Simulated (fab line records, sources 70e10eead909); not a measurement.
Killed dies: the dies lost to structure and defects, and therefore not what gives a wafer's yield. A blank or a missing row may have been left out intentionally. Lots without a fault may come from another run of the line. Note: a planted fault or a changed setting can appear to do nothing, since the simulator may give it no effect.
Matching of chambers + flow nandHarc + 3 sister chambers for NHARC_A_SGD_CUT_DEP_00 on pecvd-03
The step deposits SiNx, target thk 50 nm. 18 wafers are shown with their chamber, then 9 later ones without.

WAFERS WITH THEIR CHAMBER
| wafer  | chamber | heaterPowerW (W) | susceptorTempC (C) |
|--------|---------|------------------|--------------------|
| L400.1 | 1       | 678              | 400.22             |
| L400.3 | 0       | 626              | 399.92             |
| L400.6 | 1       | 681              | 400.09             |
| L402.1 | 1       | 650              | 399.87             |
| L402.2 | 2       | 791              | 399.88             |
| L402.3 | 0       | 663              | 399.78             |
| L403.2 | 1       | 619              | 399.79             |
| L403.4 | 2       | 807              | 399.82             |
| L403.5 | 1       | 650              | 399.83             |
| L404.2 | 0       | 641              | 399.78             |
| L404.5 | 2       | 815              | 400.17             |
| L404.6 | 1       | 610              | 400.13             |
| L410.1 | 2       | 818              | 399.93             |
| L410.4 | 0       | 650              | 400.00             |
| L410.5 | 2       | 812              | 399.88             |
| L409.2 | 0       | 620              | 400.16             |
| L409.3 | 1       | 580              | 399.93             |
| L409.5 | 0       | 632              | 400.09             |

SIGNATURES (means of the wafers above)
| reading        | chamber 0 | chamber 1 | chamber 2 | scatter within a chamber |
|----------------|-----------|-----------|-----------|--------------------------|
| heaterPowerW   | 638.67    | 638.29    | 808.60    | 25.8                     |
| susceptorTempC | 399.9550  | 399.9800  | 399.9360  | 0.156                    |
Rule: a wafer's distance from a chamber is the root of the sum, over the readings, of the square of ((its reading less the chamber's mean) divided by the reading's scatter). The wafer belongs to the nearest chamber; if the next one is less than 2 further off, it can't be placed. The scatter is the square root of a quotient: the sum, over the shown wafers, of each reading's squared deviation from its chamber's mean, divided by wafers minus chambers.

WAFERS MISSING THEIR CHAMBER
| wafer  | heaterPowerW (W) | susceptorTempC (C) |
|--------|------------------|--------------------|
| L413.2 | 859              | 399.88             |
| L413.4 | 853              | 400.55             |
| L413.5 | 680              | 400.25             |
| L412.4 | 604              | 400.58             |
| L412.5 | 817              | 399.91             |
| L412.6 | 634              | 400.26             |
| L419.2 | 816              | 400.21             |
| L419.4 | 554              | 399.64             |
| L419.6 | 784              | 400.03             |

WHICH CHAMBER EACH WENT THROUGH
| wafer  | from the rows above     | in truth |
|--------|-------------------------|----------|
| L413.2 | 2                       | 2        |
| L413.4 | 2                       | 2        |
| L413.5 | can't be placed: 1 or 0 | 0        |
| L412.4 | can't be placed: 1 or 0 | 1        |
| L412.5 | 2                       | 2        |
| L412.6 | can't be placed: 1 or 0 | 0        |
| L419.2 | 2                       | 2        |
| L419.4 | can't be placed: 0 or 1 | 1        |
| L419.6 | 2                       | 2        |
Correct placement for 5 of the 9. Unplaceable from these rows: 4, with the true chamber sitting among the candidates in 4. Placed wrongly: 0.
